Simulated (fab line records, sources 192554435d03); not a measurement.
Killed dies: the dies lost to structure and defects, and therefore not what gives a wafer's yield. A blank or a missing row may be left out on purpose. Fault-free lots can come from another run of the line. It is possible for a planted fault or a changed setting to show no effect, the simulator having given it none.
fab line records -- flow n5-finfet
[record] lots = 12, wafers = 34, last-day = 17
route steps=1938 shown BEOL_M13@1713 BEOL_M14@1737 PASSIVATION@1936
lots untouched by any fault: they come from a run of this same line in which no faults occurred
start-h: start of the lot's first displayed wafer, in hours after the record's first day -- wait-h: hours since the lot's step before -- " the same as in the row above -- L1.1+2: one row covering several wafers at once -- - no value, or no start was given -- * or withheld: withheld -- < > ~ a bound
route shown NAME@n: names a module that has steps shown in the file, with the first one's number in the route -- usual: mean/standard deviation taken from wafers without a fault -- same: alike in all rows -- chamber/n: place in a boat -- sites: readings site by site -- _std_site: their standard deviation -- _edge_site: the outer-site mean with the inner-site mean subtracted -- radius-mm: for every site, how far away it sits from the centre of the wafer -- mask NAME#n: copy n -- behind: the most recent tool/chamber to have shaped the wafer -- hold: the reason the lot was held/the length of the hold in hours/how it ended -- device: which transistor (n, p or np) failed to switch -- end of line: the same wafers' tests at the end of the route -- for a step that has no rows: nothing shown but its recipe -- killed: not the wafer's yield, but the dies lost to structure and defects at the first sort -- map: the dies of a wafer, with x for killed, . for not killed, _ for no die there
set.NAME: the setting as run; set.NAME@STEP: as run at that earlier step -- model.NAME: the simulator's own value behind a step, which no gauge read
a sample of lots followed through the steps of the route, with each step as a table and each wafer as a row
services: from which hour (start-h, from the record's first day; less than 0 if before it) a tool's chamber was out of use, for how many hours, and why
[[steps]]
[step N5_BEOL_M13_DEP_53]
[recipe] material = SiCN, target-thk-a = 500, temp-c = withheld, precursor = 3MS/NH3, pressure-torr = 3, rf-w = 675, time-s = 17.8
[usual] showerhead-plenum-p-Torr = 4.154/0.025, throttle-valve-pct = 17.5/0.7
[same] time-s = 17.8
lot.wafer,tool,chamber,start-h,wait-h,showerhead-plenum-p-Torr,throttle-valve-pct
L412.2,pecvd-03,0,257.13,0.0,4.193,17.6
L412.5,pecvd-03,0,257.13,0.0,4.199,17.9
L416.1,pecvd-01,2,279.10,0.0,4.137,16.8
L416.2,pecvd-01,0,279.10,0.0,4.160,17.5
L416.3,pecvd-01,1,279.10,0.0,4.128,18.4
L418.2,pecvd-01,0,286.99,0.0,4.144,17.9
L418.4,pecvd-01,2,286.99,0.0,4.133,17.0
L418.5,pecvd-01,1,286.99,0.0,4.123,18.2
L421.1,pecvd-01,2,299.45,0.0,4.137,16.9
L421.5,pecvd-01,1,299.45,0.0,4.136,18.4
L419.1,pecvd-03,1,301.99,0.0,4.172,16.4
L419.4,pecvd-03,2,301.99,0.0,4.177,17.0
L419.5,pecvd-03,0,301.99,0.0,4.198,17.7
L422.1,pecvd-01,0,306.07,0.0,4.151,17.8
L422.2,pecvd-01,1,306.07,0.0,4.132,18.1
L422.5,pecvd-01,2,306.07,0.0,4.133,17.1
L423.3,pecvd-03,0,323.67,0.0,4.191,17.7
L423.4,pecvd-03,1,323.67,0.0,4.173,16.6
L423.5,pecvd-03,0,323.67,0.0,4.200,17.7
L425.1,pecvd-02,2,328.59,0.0,4.103,17.2
L425.4,pecvd-02,2,328.59,0.0,4.106,17.4
L425.6,pecvd-02,1,328.59,0.0,4.155,17.9
L427.2,pecvd-02,1,337.93,0.0,4.162,17.9
L427.4,pecvd-02,0,337.93,0.0,4.161,19.5
L427.6,pecvd-02,1,337.93,0.0,4.148,17.9
L433.1,pecvd-02,0,373.99,0.0,4.174,19.3
L433.3,pecvd-02,1,373.99,0.0,4.161,17.9
L433.6,pecvd-02,2,373.99,0.0,4.097,17.5
L434.2,pecvd-01,0,378.42,0.0,4.150,17.9
L434.3,pecvd-01,2,378.42,0.0,4.146,16.9
L434.5,pecvd-01,2,378.42,0.0,4.131,17.1
L432.1,pecvd-03,1,381.66,0.0,4.178,16.5
L432.4,pecvd-03,2,381.66,0.0,4.167,17.2
L432.5,pecvd-03,1,381.66,0.0,4.162,16.6
[step N5_BEOL_M14_COAT_65]
[recipe] resist = SOC, temp-c = 250, time-s = 60, spin-rpm = 1500, resist-thk-nm = 450
[usual] heater-power-total-W = 500.5/1.8, plate-temp-C = 249.97/0.18
[same] time-s = 60
lot.wafer,tool,chamber,start-h,wait-h,heater-power-total-W,plate-temp-C
L412.2,litho-track-04,0,258.95,0.0,497.6,249.85
L412.5,litho-track-04,0,258.95,0.0,499.3,249.81
L416.1,litho-track-03,0,280.41,0.0,500.0,250.01
L416.2,litho-track-03,0,280.41,0.0,497.5,249.96
L416.3,litho-track-03,0,280.41,0.0,498.5,250.07
L418.2,litho-track-01,0,288.23,0.0,498.4,249.98
L418.4,litho-track-01,0,288.23,0.0,500.7,250.00
L418.5,litho-track-01,0,288.23,0.0,501.7,249.72
L421.1,litho-track-04,0,300.64,0.0,497.4,249.87
L421.5,litho-track-04,0,300.64,0.0,499.7,250.01
L419.1,litho-track-01,0,303.17,0.0,500.4,249.67
L419.4,litho-track-01,0,303.17,0.0,501.2,249.95
L419.5,litho-track-01,0,303.17,0.0,502.6,249.95
L422.1,litho-track-03,0,307.25,0.0,498.2,250.17
L422.2,litho-track-03,0,307.25,0.0,497.7,250.12
L422.5,litho-track-03,0,307.25,0.0,502.8,250.15
L423.3,litho-track-03,0,324.99,0.0,498.3,249.80
L423.4,litho-track-03,0,324.99,0.0,503.1,249.71
L423.5,litho-track-03,0,324.99,0.0,501.2,249.82
L425.1,litho-track-04,0,329.78,0.0,485.4,244.24
L425.4,litho-track-04,0,329.78,0.0,484.5,244.30
L425.6,litho-track-04,0,329.78,0.0,486.3,244.28
L427.2,litho-track-04,0,339.17,0.0,484.7,244.59
L427.4,litho-track-04,0,339.17,0.0,485.2,244.74
L427.6,litho-track-04,0,339.17,0.0,487.1,244.61
L433.1,litho-track-01,0,375.47,0.0,501.2,249.91
L433.3,litho-track-01,0,375.47,0.0,500.4,250.00
L433.6,litho-track-01,0,375.47,0.0,498.4,249.77
L434.2,litho-track-01,0,380.00,0.0,502.6,249.94
L434.3,litho-track-01,0,380.00,0.0,502.1,249.93
L434.5,litho-track-01,0,380.00,0.0,503.1,249.76
L432.1,litho-track-01,0,384.04,0.0,500.8,249.72
L432.4,litho-track-01,0,384.04,0.0,498.1,249.84
L432.5,litho-track-01,0,384.04,0.0,501.3,249.99
[step N5_BEOL_M14_CD_MEAS_28]
[recipe] target-cd-nm = 284.4, landing-energy-ev = 500, detector = se-inlens
[usual] cd-nm = 284.4/2.4
[same] landing-energy-ev = 500
lot.wafer,tool,chamber,start-h,wait-h,cd-nm
L412.2,cd-sem-01,0,259.36,-,284.5
L412.5,cd-sem-01,0,259.36,-,289.8
L416.1,cd-sem-03,0,280.83,-,282.2
L416.2,cd-sem-03,0,280.83,-,284.4
L416.3,cd-sem-03,0,280.83,-,282.2
L418.2,cd-sem-02,0,288.68,-,280.8
L418.4,cd-sem-02,0,288.68,-,279.1
L418.5,cd-sem-02,0,288.68,-,285.6
L421.1,cd-sem-01,0,300.93,-,283.9
L421.5,cd-sem-01,0,300.93,-,287.2
L419.1,cd-sem-02,0,303.46,-,284.0
L419.4,cd-sem-02,0,303.46,-,282.7
L419.5,cd-sem-02,0,303.46,-,286.8
L422.1,cd-sem-01,0,307.54,-,284.2
L422.2,cd-sem-01,0,307.54,-,283.4
L422.5,cd-sem-01,0,307.54,-,284.2
L423.3,cd-sem-02,0,325.28,-,286.4
L423.4,cd-sem-02,0,325.28,-,283.8
L423.5,cd-sem-02,0,325.28,-,280.3
L425.1,cd-sem-01,0,330.19,-,281.6
L425.4,cd-sem-01,0,330.19,-,283.6
L425.6,cd-sem-01,0,330.19,-,283.5
L427.2,cd-sem-01,0,339.58,-,283.8
L427.4,cd-sem-01,0,339.58,-,286.2
L427.6,cd-sem-01,0,339.58,-,286.8
L433.1,cd-sem-01,0,375.76,-,282.2
L433.3,cd-sem-01,0,375.76,-,279.3
L433.6,cd-sem-01,0,375.76,-,283.5
L434.2,cd-sem-02,0,380.29,-,287.6
L434.3,cd-sem-02,0,380.29,-,279.1
L434.5,cd-sem-02,0,380.29,-,288.0
L432.1,cd-sem-03,0,384.46,-,285.7
L432.4,cd-sem-03,0,384.46,-,283.0
L432.5,cd-sem-03,0,384.46,-,286.5
[step N5_BEOL_M14_INSPECT_30]
[recipe] mode = adi, inspect-instrument = macro
[usual] raw-defect-count = 2.0/1.5
lot.wafer,tool,chamber,start-h,wait-h,raw-defect-count
L412.2,defect-inspect-01,-,259.42,0.0,1
L412.5,defect-inspect-01,-,259.42,0.0,0
L416.1,defect-inspect-02,-,280.89,0.0,3
L416.2,defect-inspect-02,-,280.89,0.0,3
L416.3,defect-inspect-02,-,280.89,0.0,3
L418.2,defect-inspect-02,-,288.73,0.0,1
L418.4,defect-inspect-02,-,288.73,0.0,6
L418.5,defect-inspect-02,-,288.73,0.0,3
L421.1,defect-inspect-02,-,300.98,0.0,1
L421.5,defect-inspect-02,-,300.98,0.0,4
L419.1,defect-inspect-02,-,303.52,0.0,1
L419.4,defect-inspect-02,-,303.52,0.0,4
L419.5,defect-inspect-02,-,303.52,0.0,1
L422.1,defect-inspect-02,-,307.60,0.0,0
L422.2,defect-inspect-02,-,307.60,0.0,3
L422.5,defect-inspect-02,-,307.60,0.0,1
L423.3,defect-inspect-02,-,325.33,0.0,2
L423.4,defect-inspect-02,-,325.33,0.0,0
L423.5,defect-inspect-02,-,325.33,0.0,3
L425.1,defect-inspect-02,-,330.25,0.0,0
L425.4,defect-inspect-02,-,330.25,0.0,1
L425.6,defect-inspect-02,-,330.25,0.0,3
L427.2,defect-inspect-01,-,339.64,0.0,1
L427.4,defect-inspect-01,-,339.64,0.0,1
L427.6,defect-inspect-01,-,339.64,0.0,2
L433.1,defect-inspect-01,-,375.81,0.0,1
L433.3,defect-inspect-01,-,375.81,0.0,1
L433.6,defect-inspect-01,-,375.81,0.0,3
L434.2,defect-inspect-01,-,380.34,0.0,1
L434.3,defect-inspect-01,-,380.34,0.0,6
L434.5,defect-inspect-01,-,380.34,0.0,3
L432.1,defect-inspect-02,-,384.51,0.0,4
L432.4,defect-inspect-02,-,384.51,0.0,0
L432.5,defect-inspect-02,-,384.51,0.0,6
[step N5_PASSIVATION_PROBE_49]
[usual] defect-limited-yield = 91.1/1.4, killed_at_M0_to_M3 = 36/9.9, killed_at_M4_up = 13/5.8, killed-at-contacts = 14/5.9, killed-at-front-end = 39/11, killed-at-other = 3.4/2.9, killed-dies = 105/17, killed-open = 70/13, killed-short = 34/7.3, sort_bin_4_leakage = 0.00/0.0072, sort_bin_5_function = 5.3/1, sort_bin_6_memory = 3.3/0.62, sort_bin_8_speed = 0.01/0.057, sort-n-pass = 1075/17
[same] gross-dies = 1180, killed-at-back-side = 0
lot.wafer,tool,chamber,start-h,wait-h,defect-limited-yield[%],killed_at_M0_to_M3,killed_at_M4_up,killed-at-contacts,killed-at-front-end,killed-at-other,killed-dies,killed-open,killed-short,sort_bin_4_leakage[%],sort_bin_5_function[%],sort_bin_6_memory[%],sort_bin_8_speed[%],sort-n-pass
L427.2,prober-01,-,363.23,0.1,92.4,31,8,18,30,3,90,46,31,0,4.2,2.2,0,1090
L427.4,prober-01,-,363.33,0.2,90.6,45,6,10,49,1,111,60,48,0,5.6,3.5,0,1069
L427.6,prober-01,-,363.43,0.3,92.6,39,9,13,26,0,87,60,26,0,4.0,3.1,0,1093
// killed by level:class
L427.2 HKMG_FIN:area-etch=13 MOL_CONTACT_COAG:geometric-particle:short=9 MOL_CONTACT_COAG:geometric-particle:open=9 BEOL_M0_SAQP:geometric-particle:short=9 BEOL_M0_SAQP:geometric-particle:open=8 GATE_CUT:geometric-particle:open=5 BEOL_M3:geometric-particle:short=4 BEOL_M2:geometric-particle:short=3
L427.4 BEOL_M0_SAQP:geometric-particle:short=13 FIN_SAQP:geometric-particle:short=11 STI_FIN_REVEAL:geometric-particle:open=10 BEOL_M0_SAQP:geometric-particle:open=8 BEOL_M2:geometric-particle:open=8 FIN_SAQP:geometric-particle:open=7 MOL_CONTACT_COAG:geometric-particle:open=7 STI_FIN_REVEAL:geometric-particle:short=6
L427.6 BEOL_M1:geometric-particle:open=13 BEOL_M0_SAQP:geometric-particle:open=9 MOL_CONTACT_COAG:geometric-particle:open=9 GATE_CUT:geometric-particle:short=7 BEOL_M2:geometric-particle:open=6 DUMMY_GATE:geometric-particle:open=5 FIN_SAQP:geometric-particle:short=4 STI_FIN_REVEAL:geometric-particle:open=4
[[services]]
tool,chamber,start-h,hours,kind
pecvd-01,1,238.05,5.5,scheduled-down
pecvd-03,0,262.05,7.4,repair
pecvd-03,2,266.43,2.0,repair
pecvd-01,1,339.57,4.3,repair
pecvd-03,-,341.62,1.6,repair
pecvd-01,-,349.86,0.8,pm
pecvd-02,1,351.65,2.1,scheduled-down
pecvd-03,0,363.38,14.3,repair
pecvd-02,1,383.62,-,clean
pecvd-02,1,383.62,-,consumable-replace:showerhead
pecvd-02,1,383.62,29.0,scheduled-down
pecvd-02,1,383.62,29.0,vent-cycle
[[key]]
[first-sign] step = N5_BEOL_M14_COAT_65, reading = plate-temp-C, direction = down, sigmas = 31, usual = *, struck = *
[effect] step = N5_BEOL_M14_COAT_65, reading = heater-power-total-W, direction = down, sigmas = 8.2, usual = *, struck = *
met-at N5_BEOL_M14_COAT_65
struck-lots L425,L427
[baseline-loss] step = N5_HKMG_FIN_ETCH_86, wafers = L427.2
not-acting-at N5_BEOL_M13_DEP_53,N5_BEOL_M14_CD_MEAS_28,N5_BEOL_M14_INSPECT_30
onset-between 300.64 329.78
[fault] kind = process-parameter-drift, tool = litho-track-04, chamber = -, onset-h = 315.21, steps = N5_BEOL_M14_COAT_65, channel = temp-c, offset = *, shape = step, end-h = 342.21, acts-in = *, stated = *
// baseline-loss: these wafers lose ten dies or more at that step, a loss of the line's own and not of a fault; the sort's usual values leave them out
